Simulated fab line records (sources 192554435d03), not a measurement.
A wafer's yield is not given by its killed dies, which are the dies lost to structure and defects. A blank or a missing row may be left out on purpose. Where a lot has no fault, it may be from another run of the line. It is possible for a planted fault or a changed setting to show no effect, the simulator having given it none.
fab line records	flow n5-finfet	part 1 of 2: steps 1 to 17 of 28
[record] lots = 5	wafers = 15	last-day = 19
route steps=1938 shown HKMG_FIN@457 GATE_CUT@465
lots that met no fault: taken from a fault-free run of the same line
start-h: start of the lot's first displayed wafer, in hours after the record's first day	wait-h: hours since the lot's step before	" same as the row above	L1.1+2: a row that stands for several wafers	- either no value or no given start	* or withheld: withheld	< > ~ a bound
route shown NAME@n: NAME is a module with steps in the file, n the number in the route of the first one	usual: average and standard deviation across the fault-free wafers	same: alike in all rows	chamber/n: place in a boat	sites: the reading at each site	_std_site: their standard deviation	_edge_site: inner sites' mean taken away from outer sites' mean	radius-mm: how far each site lies from the wafer's centre	mask NAME#n: copy n	behind: the most recent tool/chamber to have shaped the wafer	hold: what put the lot on hold/how long, in hours/how the hold closed	device: the n, p or np transistor that did not switch	end of line: the same wafers' tests at the end of the route	where a step has no rows: the recipe by itself	killed: not the wafer's yield, but the dies lost to structure and defects at the first sort	map: dies across one wafer; x = killed, . = not, _ = none there
set.NAME: the setting the step ran with; set.NAME@STEP: the setting that earlier step ran with	model.NAME: the simulator's own value behind a step, which no gauge read
certain route steps with their lots: each step a table, each wafer a row
services: the hour from which a tool's chamber was out of use, counted from the record's first day as start-h (under 0 if before that day), plus the number of hours and why
[[steps]]
[step N5_HKMG_FIN_ALD_72]
[recipe] material = W	target-thk-a = 20	temp-c = 300	pressure-torr = 7.5	ald-precursor-family = WF6	ald-co-reactant = B2H6	pulse-time-s = 1	purge-time-s = 2	co-reactant-purge-time-s = 2	co-reactant-pulse-time-s = 3	ald-cycles = 7
[usual] heater-power-w = 512/58	precursor-pulse-height-rel = 1.003/0.019
[same] purge-time-s = 2
lot.wafer	tool	chamber	start-h	wait-h	heater-power-w	precursor-pulse-height-rel
L077.2	cvd-w-01	0	105.05	0.2	535	0.992
L077.4	"	1	"	"	410	0.973
L077.5	"	0	"	"	530	0.963
L078.1	cvd-w-01	0	108.47	0.2	541	1.013
L078.2	"	1	"	"	405	1.012
L078.3	"	1	"	"	416	1.016
L084.2	cvd-w-02	1	141.32	0.2	508	1.012
L084.3	"	1	"	"	522	0.995
L084.5	"	1	"	"	526	1.018
L096.2	cvd-w-01	1	211.06	0.2	414	0.989
L096.4	"	0	"	"	541	0.997
L096.6	"	0	"	"	552	0.977
L097.2	cvd-w-02	1	217.36	0.2	532	0.993
L097.3	"	1	"	"	527	0.997
L097.6	"	1	"	"	525	1.019
[step N5_HKMG_FIN_W_FILL_22]
[recipe] material = W	target-thk-a = 600	temp-c = 400	pressure-torr = 39.4	time-s = 18.2
[usual] heater-power-w = 913/100	throttle-valve-pct = 19.2/0.71
lot.wafer	tool	chamber	start-h	wait-h	heater-power-w	throttle-valve-pct
L077.2	cvd-w-01	0	105.11	0.0	978	19.0
L077.4	"	1	"	"	761	19.8
L077.5	"	0	"	"	980	18.9
L078.1	cvd-w-01	0	108.53	0.0	979	18.9
L078.2	"	1	"	"	728	19.8
L078.3	"	1	"	"	737	19.7
L084.2	cvd-w-02	1	141.38	0.0	965	18.6
L084.3	"	1	"	"	930	18.4
L084.5	"	1	"	"	934	18.2
L096.2	cvd-w-01	1	211.12	0.0	735	20.0
L096.4	"	0	"	"	955	18.8
L096.6	"	0	"	"	999	18.8
L097.2	cvd-w-02	1	217.42	0.0	917	18.3
L097.3	"	1	"	"	953	18.5
L097.6	"	1	"	"	935	18.2
[step N5_HKMG_FIN_PRECLEAN_83]
[recipe] chemistry = DIW	time-s = 57.5	temp-c = 23
[usual] temp-c = 23.00/0.11
lot.wafer	tool	chamber	start-h	wait-h	temp-c
L077.2	wet-bench-06	6	105.17	0.0	22.91
L077.4	"	4	"	"	23.06
L077.5	"	0	"	"	23.08
L078.1	wet-bench-04	2	108.59	0.0	22.96
L078.2	"	0	"	"	22.99
L078.3	"	4	"	"	22.92
L084.2	wet-bench-04	0	141.50	0.1	22.89
L084.3	"	4	"	"	22.89
L084.5	"	3	"	"	22.98
L096.2	wet-bench-04	2	211.18	0.0	22.98
L096.4	"	0	"	"	22.96
L096.6	"	5	"	"	22.90
L097.2	wet-bench-02	0	217.48	0.0	23.01
L097.3	"	4	"	"	22.97
L097.6	"	1	"	"	22.94
[step N5_HKMG_FIN_SRD_84]
[recipe] dry-time-s = 32	dry = n2-spin	spin-rpm = 1500
lot.wafer	tool	chamber	start-h	wait-h
L077.2+4+5	wet-bench-06	6,4,0	105.19	0.0
L078.1+2+3	wet-bench-04	2,0,4	108.61	0.0
L084.2+3+5	wet-bench-04	0,4,3	141.51	0.0
L096.2+4+6	wet-bench-04	2,0,5	211.20	0.0
L097.2+3+6	wet-bench-02	0,4,1	217.50	0.0
[step N5_HKMG_FIN_CMP_23]
[recipe] stop-on = SiNx	t-overpolish-s = 10	post-cmp-clean = rinse-only	down-force-psi = 4	platen-rpm = 50.289	pad-velocity-m-s = 1.0006	target-thk-nm = 46.326
[usual] motor-current-A = 12.0/1.1	overpolish-run-s = 10.001/0.0088	time-to-endpoint-s = 11.8/2.9
lot.wafer	tool	chamber	start-h	wait-h	motor-current-A	overpolish-run-s	time-to-endpoint-s
L077.2	cmp-04	3	105.22	0.0	12.1	9.996	6.9
L077.4	"	2	"	"	11.5	10.001	10.5
L077.5	"	0	"	"	13.3	10.000	8.1
L078.1	cmp-02	3	108.64	0.0	11.9	9.996	9.5
L078.2	"	0	"	"	11.8	10.013	14.0
L078.3	"	2	"	"	9.1	9.992	14.0
L084.2	cmp-02	3	141.59	0.1	11.7	10.005	8.3
L084.3	"	2	"	"	9.4	9.995	11.1
L084.5	"	3	"	"	12.5	9.994	8.1
L096.2	cmp-01	2	211.23	0.0	13.0	10.005	15.6
L096.4	"	1	"	"	11.3	10.000	14.3
L096.6	"	3	"	"	11.6	9.991	8.5
L097.3	cmp-02	0	217.61	0.1	12.0	10.006	9.2
L097.2	"	1	"	"	11.0	10.001	8.1
L097.6	"	3	"	"	12.1	9.999	6.3
[step N5_HKMG_FIN_CMP_94]
[recipe] stop-on = SiNx	post-cmp-clean = w-dilute-nh4oh	t-overpolish-s = 4.7	down-force-psi = 4	platen-rpm = 50.289	pad-velocity-m-s = 1.0006	target-thk-nm = 43.299
[usual] motor-current-A = 11.9/1.1
lot.wafer	tool	chamber	start-h	wait-h	motor-current-A
L077.2	cmp-04	3	105.70	0.4	11.5
L077.4	"	2	"	"	11.8
L077.5	"	0	"	"	12.8
L078.1	cmp-02	3	109.12	0.4	11.4
L078.2	"	0	"	"	11.4
L078.3	"	2	"	"	9.9
L084.2	cmp-02	3	142.07	0.4	11.7
L084.3	"	2	"	"	9.4
L084.5	"	3	"	"	12.2
L096.2	cmp-01	2	211.71	0.4	12.8
L096.4	"	1	"	"	10.8
L096.6	"	3	"	"	11.2
L097.3	cmp-02	0	218.04	0.3	11.2
L097.2	"	1	"	"	11.3
L097.6	"	3	"	"	11.4
[step N5_HKMG_FIN_INSPECT_28]
[recipe] inspect-instrument = darkfield	mode = post-cmp
[usual] raw-defect-count = 37/13
lot.wafer	tool	chamber	start-h	wait-h	raw-defect-count
L077.2	defect-inspect-02	-	105.93	0.0	54
L077.4	"	-	"	"	43
L077.5	"	-	"	"	38
L078.1	defect-inspect-01	-	109.35	0.0	49
L078.2	"	-	"	"	32
L078.3	"	-	"	"	20
L084.2	defect-inspect-02	-	142.30	0.0	26
L084.3	"	-	"	"	26
L084.5	"	-	"	"	23
L096.2	defect-inspect-02	-	211.94	0.0	24
L096.4	"	-	"	"	29
L096.6	"	-	"	"	30
L097.2	defect-inspect-01	-	218.24	0.0	48
L097.3	"	-	"	"	36
L097.6	"	-	"	"	31
[step N5_GATE_CUT_ETCHBACK_00]
[recipe] chemistry = SF6/Cl2	target = W	pressure-mtorr = 8	icp-w = 900	bias-w = 80	SF6_flow_sccm = 40	Cl2_flow_sccm = 60
[usual] chamber-pressure-mTorr = 8.001/0.0081	drypump-motor-current-A = 5.7/0.4	oes-product-au = 0.73/0.11	throttle-valve-pct = 27.6/0.34
lot.wafer	tool	chamber	start-h	wait-h	chamber-pressure-mTorr	drypump-motor-current-A	oes-product-au	rf-hours-counter-h	throttle-valve-pct
L077.2	rie-metal-03	0	105.97	0.0	7.992	5.3	0.85	18	27.1
L077.4	"	1	"	"	7.995	6.2	0.86	-	27.2
L077.5	"	1	"	"	8.007	6.2	0.87	-	27.2
L078.1	rie-metal-01	0	109.39	0.0	7.999	5.2	0.62	110	27.5
L078.2	"	1	"	"	7.998	6.2	0.65	115	28.0
L078.3	"	1	"	"	7.978	6.2	0.65	-	27.9
L084.2	rie-metal-01	1	142.33	0.0	8.002	6.2	0.64	119	28.0
L084.3	"	1	"	"	7.987	6.2	0.64	-	27.9
L084.5	"	1	"	"	7.999	6.2	0.64	-	28.0
L096.2	rie-metal-01	0	211.98	0.0	7.979	5.2	0.61	120	27.5
L096.4	"	1	"	"	7.996	6.2	0.64	-	28.0
L096.6	"	1	"	"	8.005	6.2	0.64	-	28.0
L097.2	rie-metal-02	0	218.28	0.0	8.015	5.8	0.65	106	27.6
L097.3	"	1	"	"	8.003	5.6	0.84	-	28.1
L097.6	"	1	"	"	8.004	5.6	0.85	-	28.1
[step N5_GATE_CUT_ETCH_56]
[recipe] chemistry = Cl2/Ar	target = TiN	target-depth-a = 216	pressure-mtorr = 10	icp-w = 600	bias-w = 60	Cl2_flow_sccm = 40	Ar_flow_sccm = 60
[usual] chamber-pressure-mTorr = 10.001/0.0093	drypump-motor-current-A = 5.7/0.4	mfc-ar-sccm = 59.98/0.17	oes-product-au = 0.72/0.1	throttle-valve-pct = 20.99/0.22
lot.wafer	tool	chamber	start-h	wait-h	chamber-pressure-mTorr	drypump-motor-current-A	mfc-ar-sccm	oes-product-au	rf-hours-counter-h	throttle-valve-pct
L077.2	rie-metal-03	0	106.09	0.1	10.012	5.3	60.03	0.86	18	20.62
L077.4	"	1	"	"	10.003	6.2	60.05	0.86	-	20.72
L077.5	"	1	"	"	10.011	6.2	59.95	0.86	-	20.72
L078.1	rie-metal-01	0	109.51	0.1	9.987	5.2	59.88	0.62	110	20.94
L078.2	"	1	"	"	10.005	6.2	59.86	0.63	115	21.21
L078.3	"	1	"	"	10.002	6.2	59.82	0.64	-	21.22
L084.2	rie-metal-01	1	142.49	0.1	10.010	6.2	59.74	0.64	119	21.23
L084.3	"	1	"	"	10.013	6.2	59.84	0.63	-	21.23
L084.5	"	1	"	"	9.993	6.2	59.76	0.63	-	21.24
L096.2	rie-metal-01	0	212.10	0.1	10.004	5.2	60.10	0.60	120	20.97
L096.4	"	1	"	"	9.994	6.2	60.05	0.62	-	21.24
L096.6	"	1	"	"	10.003	6.2	59.90	0.61	-	21.25
L097.2	rie-metal-02	0	218.40	0.1	10.004	5.8	59.86	0.67	106	20.95
L097.3	"	1	"	"	10.001	5.6	59.95	0.83	-	21.28
L097.6	"	1	"	"	9.997	5.6	59.74	0.83	-	21.28
[step N5_GATE_CUT_ETCHBACK_30]
[recipe] chemistry = Cl2/Ar	target = TiN	target-depth-a = 30	mode = isotropic	pressure-mtorr = 10	icp-w = 600	bias-w = 60	Cl2_flow_sccm = 40	Ar_flow_sccm = 60
[usual] chamber-pressure-mTorr = 10.001/0.0091	drypump-motor-current-A = 5.7/0.41	mfc-ar-sccm = 60.02/0.18	oes-product-au = 0.72/0.1	throttle-valve-pct = 20.99/0.23
lot.wafer	tool	chamber	start-h	wait-h	chamber-pressure-mTorr	drypump-motor-current-A	mfc-ar-sccm	oes-product-au	rf-hours-counter-h	throttle-valve-pct
L077.2	rie-metal-03	0	106.18	0.1	10.007	5.3	59.97	0.86	18	20.65
L077.4	"	1	"	"	9.999	6.2	59.98	0.85	-	20.71
L077.5	"	1	"	"	9.997	6.2	60.22	0.86	-	20.72
L078.1	rie-metal-01	0	109.60	0.1	10.013	5.2	60.18	0.62	110	20.93
L078.2	"	1	"	"	9.999	6.2	59.92	0.63	115	21.23
L078.3	"	1	"	"	10.008	6.2	60.09	0.64	-	21.24
L084.2	rie-metal-01	1	142.61	0.1	9.985	6.2	60.01	0.63	119	21.23
L084.3	"	1	"	"	10.005	6.2	60.05	0.62	-	21.25
L084.5	"	1	"	"	10.015	6.2	60.30	0.63	-	21.25
L096.2	rie-metal-01	0	212.19	0.1	10.009	5.2	59.96	0.61	120	20.96
L096.4	"	1	"	"	9.989	6.2	60.14	0.62	-	21.25
L096.6	"	1	"	"	10.005	6.2	60.17	0.61	-	21.26
L097.2	rie-metal-02	0	218.49	0.1	9.992	5.8	60.24	0.67	106	20.97
L097.3	"	1	"	"	10.002	5.6	59.81	0.81	-	21.28
L097.6	"	1	"	"	9.999	5.6	59.85	0.82	-	21.28
[step N5_GATE_CUT_VAPOR_ETCH_60]
[recipe] chemistry = BCl3/Cl2	target = HfO2	mode = isotropic
[usual] drypump-motor-current-A = 5.7/0.4	oes-product-au = 0.72/0.11
lot.wafer	tool	chamber	start-h	wait-h	drypump-motor-current-A	oes-product-au
L077.2	rie-metal-03	0	106.21	0.0	5.3	0.83
L077.4	"	1	"	"	6.2	0.87
L077.5	"	1	"	"	6.2	0.87
L078.1	rie-metal-01	0	109.63	0.0	5.2	0.63
L078.2	"	1	"	"	6.2	0.64
L078.3	"	1	"	"	6.2	0.64
L084.2	rie-metal-01	1	142.65	0.0	6.2	0.64
L084.3	"	1	"	"	6.2	0.64
L084.5	"	1	"	"	6.2	0.64
L096.2	rie-metal-01	0	212.22	0.0	5.2	0.60
L096.4	"	1	"	"	6.3	0.62
L096.6	"	1	"	"	6.2	0.62
L097.2	rie-metal-02	0	218.52	0.0	5.8	0.65
L097.3	"	1	"	"	5.6	0.84
L097.6	"	1	"	"	5.6	0.84
[step N5_GATE_CUT_ETCH_58]
[recipe] chemistry = CH3F/O2	target = SiNx	target-depth-a = 170	time-s = 128.6	ion-energy-ev = 50	pressure-mtorr = 30	source-w = 415	bias-w = 21	Ar_flow_sccm = 150	CH3F_flow_sccm = 30	O2_flow_sccm = 20
[usual] O2_flow_sccm = 20.01/0.058	chamber-pressure-mTorr = 30.001/0.026	drypump-motor-current-A = 5.5/0.5	mfc-ar-sccm = 150.0/0.49	oes-product-au = 0.81/0.091	rf-vpp-V = 99.1/0.88	showerhead-plenum-p-Torr = 1.99/0.067	throttle-valve-pct = 16.33/0.22
lot.wafer	tool	chamber	start-h	wait-h	O2_flow_sccm	chamber-pressure-mTorr	drypump-motor-current-A	mfc-ar-sccm	oes-product-au	rf-hours-counter-h	rf-vpp-V	showerhead-plenum-p-Torr	throttle-valve-pct
L077.2	rie-diel-04	3	106.26	0.0	19.99	30.026	6.4	150.2	0.78	123	99.5	2.01	16.46
L077.4	"	1	"	"	20.02	29.989	5.6	150.0	0.82	-	97.6	2.00	16.30
L077.5	"	3	"	"	19.97	30.046	6.4	149.7	0.78	-	98.5	2.01	16.46
L078.1	rie-diel-04	3	109.72	0.1	19.98	29.993	6.4	150.0	0.77	124	98.5	2.01	16.44
L078.2	"	1	"	"	20.08	30.008	5.6	150.2	0.81	119	99.5	2.00	16.30
L078.3	"	0	"	"	19.95	30.020	5.3	150.0	1.00	0	99.3	2.05	16.30
L084.2	rie-diel-03	0	142.71	0.0	20.04	29.938	5.0	150.7	0.95	12	99.7	2.13	16.05
L084.3	"	2	"	"	19.93	29.974	5.1	150.0	0.82	94	100.2	2.03	16.34
L084.5	"	3	"	"	19.97	30.030	6.2	150.5	0.85	-	97.8	1.97	16.42
L096.2	rie-diel-01	1	212.49	0.3	20.10	30.015	5.1	151.4	0.73	168	98.9	1.93	16.78
L096.4	"	3	"	"	19.97	29.960	5.6	149.4	0.93	19	99.2	2.06	15.95
L096.6	"	1	"	"	20.13	29.998	5.1	150.3	0.73	-	98.5	1.93	16.77
L097.2	rie-diel-01	2	218.86	0.3	20.08	30.004	5.5	150.4	0.90	34	99.6	1.94	15.97
L097.3	"	0	"	"	20.05	30.001	5.4	150.5	0.94	11	100.9	2.10	16.10
L097.6	"	2	"	"	20.10	30.004	5.5	149.7	0.90	-	97.5	1.94	15.96
[step N5_GATE_CUT_STRIP_59]
[recipe] chemistry = N2/H2	time-s = 20	power-w = 100	temp-c = 40	pressure-mtorr = 100	rf-frequency-hz = 6e+07	bias-power-w = 3	n2-flow-sccm = 300	h2-flow-sccm = 300
[usual] chamber-pressure-mTorr = 99.99/0.091	drypump-motor-current-A = 5.5/0.51	h2-flow-sccm = 300.1/0.82	oes-product-au = 0.81/0.087	rf-vpp-V = 45.2/0.85	showerhead-plenum-p-Torr = 3.36/0.098	temp-c = 39.99/0.099	throttle-valve-pct = 12.19/0.27
lot.wafer	tool	chamber	start-h	wait-h	chamber-pressure-mTorr	drypump-motor-current-A	h2-flow-sccm	oes-product-au	rf-hours-counter-h	rf-vpp-V	showerhead-plenum-p-Torr	temp-c	throttle-valve-pct
L077.2	rie-diel-04	3	106.41	0.1	99.86	6.4	300.6	0.78	123	45.8	3.41	40.07	12.45
L077.4	"	1	"	"	99.97	5.6	299.8	0.82	-	45.0	3.38	40.02	12.09
L077.5	"	3	"	"	100.03	6.4	299.0	0.77	-	43.8	3.41	40.05	12.45
L078.1	rie-diel-04	3	109.82	0.1	100.03	6.4	299.7	0.78	124	45.5	3.41	39.94	12.45
L078.2	"	1	"	"	100.01	5.7	300.1	0.81	119	46.9	3.38	39.89	12.11
L078.3	"	0	"	"	99.98	5.3	300.1	0.99	0	45.5	3.45	39.80	12.04
L084.2	rie-diel-03	0	142.82	0.1	100.01	5.0	299.6	0.95	12	45.2	3.54	40.06	11.63
L084.3	"	2	"	"	100.14	5.1	300.5	0.82	94	45.4	3.42	40.00	12.18
L084.5	"	3	"	"	99.98	6.2	299.8	0.85	-	45.5	3.30	40.02	12.08
L096.2	rie-diel-01	1	212.60	0.1	99.91	5.1	298.8	0.73	169	45.9	3.22	39.84	12.49
L096.4	"	3	"	"	100.06	5.6	299.0	0.91	19	44.1	3.41	40.00	11.67
L096.6	"	1	"	"	99.97	5.1	301.1	0.73	-	44.6	3.22	39.87	12.49
L097.2	rie-diel-01	2	218.96	0.1	100.14	5.5	298.6	0.90	34	45.5	3.28	40.06	11.86
L097.3	"	0	"	"	99.99	5.4	299.3	0.97	11	46.8	3.58	39.98	11.97
L097.6	"	2	"	"	100.06	5.4	299.8	0.91	-	44.2	3.28	40.13	11.86
[step N5_GATE_CUT_PRECLEAN_31]
[recipe] temp-c = 23	chemistry = DIW	time-s = 300
[usual] temp-c = 22.99/0.11
lot.wafer	tool	chamber	start-h	wait-h	temp-c
L077.2	wet-bench-05	7	106.52	0.1	22.95
L077.4	"	4	"	"	23.08
L077.5	"	0	"	"	22.93
L078.1	wet-bench-01	5	109.90	0.1	23.10
L078.2	"	3	"	"	23.11
L078.3	"	7	"	"	23.07
L084.2	wet-bench-01	7	142.90	0.1	23.01
L084.3	"	4	"	"	23.11
L084.5	"	2	"	"	22.95
L096.2	wet-bench-05	5	212.68	0.1	22.97
L096.4	"	7	"	"	23.00
L096.6	"	3	"	"	23.01
L097.2	wet-bench-03	5	219.05	0.1	22.85
L097.3	"	1	"	"	23.06
L097.6	"	0	"	"	23.00
[step N5_GATE_CUT_SRD_32]
[recipe] time-s = 30	temp-c = 23	rinse-liquid = diw	dry = ipa-marangoni
[usual] temp-c = 22.99/0.12
lot.wafer	tool	chamber	start-h	wait-h	temp-c
L077.2	wet-bench-05	7	106.61	0.0	23.00
L077.4	"	4	"	"	22.81
L077.5	"	0	"	"	22.89
L078.1	wet-bench-01	5	109.99	0.0	22.97
L078.2	"	3	"	"	22.79
L078.3	"	7	"	"	22.87
L084.2	wet-bench-01	7	142.99	0.0	23.00
L084.3	"	4	"	"	23.37
L084.5	"	2	"	"	22.92
L096.2	wet-bench-05	5	212.77	0.0	22.68
L096.4	"	7	"	"	22.94
L096.6	"	3	"	"	22.86
L097.2	wet-bench-03	5	219.14	0.0	23.16
L097.3	"	1	"	"	22.98
L097.6	"	0	"	"	22.93
[step N5_GATE_CUT_SAC_CAP_01]
[recipe] material = SiNx	target-thk-a = 240	temp-c = 400	ald-precursor-family = SiH2I2	ald-co-reactant = N2/H2-plasma	pulse-time-s = 1	ald-cycles = 480	purge-time-s = 2	co-reactant-purge-time-s = 2	pressure-torr = 2
[usual] heater-power-w = 821/60	precursor-pulse-height-rel = 0.999/0.019
[same] purge-time-s = 2
lot.wafer	tool	chamber	start-h	wait-h	heater-power-w	precursor-pulse-height-rel
L077.2	ald-sin-04	0	106.65	0.0	676	1.023
L077.4	"	1	"	"	840	0.973
L077.5	"	0	107.74	1.1	712	0.976
L078.1	ald-sin-04	2	110.04	0.0	775	0.995
L078.2	"	1	"	"	825	0.989
L078.3	"	3	"	"	674	1.014
L084.2	ald-sin-01	3	143.88	0.9	820	1.020
L084.3	"	1	"	"	828	1.001
L084.5	"	1	144.96	2.0	853	1.011
L096.2	ald-sin-01	3	212.82	0.0	819	0.979
L096.4	"	0	"	"	813	0.987
L096.6	"	1	213.91	1.1	819	1.013
L097.2	ald-sin-01	1	219.19	0.0	799	0.987
L097.3	"	3	"	"	799	0.963
L097.6	"	1	220.28	1.1	805	0.999
[step N5_GATE_CUT_PECVD_57]
[recipe] material = SiNx	target-thk-a = 210	temp-c = 400	precursor = SiH4/NH3/N2	pressure-torr = 1.5	rf-w = 300
[usual] heater-power-w = 796/120	showerhead-plenum-p-Torr = 5.17/0.052	throttle-valve-pct = 39.7/2.2
lot.wafer	tool	chamber	start-h	wait-h	heater-power-w	showerhead-plenum-p-Torr	throttle-valve-pct
L077.2	pecvd-03	2	108.85	1.1	983	5.21	42.0
L077.4	"	1	"	"	882	5.11	38.2
L077.5	"	2	"	"	983	5.21	42.4
L078.1	pecvd-03	2	112.23	1.1	1042	5.23	41.9
L078.2	"	1	"	"	924	5.12	38.1
L078.3	"	0	"	"	800	5.10	38.3
L084.2	pecvd-03	1	146.07	1.1	873	5.12	37.9
L084.3	"	1	"	"	867	5.11	38.0
L084.5	"	0	"	"	677	5.10	38.3
L096.2	pecvd-04	1	215.01	1.1	679	5.17	43.8
L096.4	"	2	"	"	677	5.18	37.5
L096.6	"	1	"	"	680	5.16	43.6
L097.2	pecvd-02	0	221.38	1.1	760	5.17	38.7
L097.3	"	2	"	"	753	5.30	39.3
L097.6	"	0	"	"	778	5.17	38.6
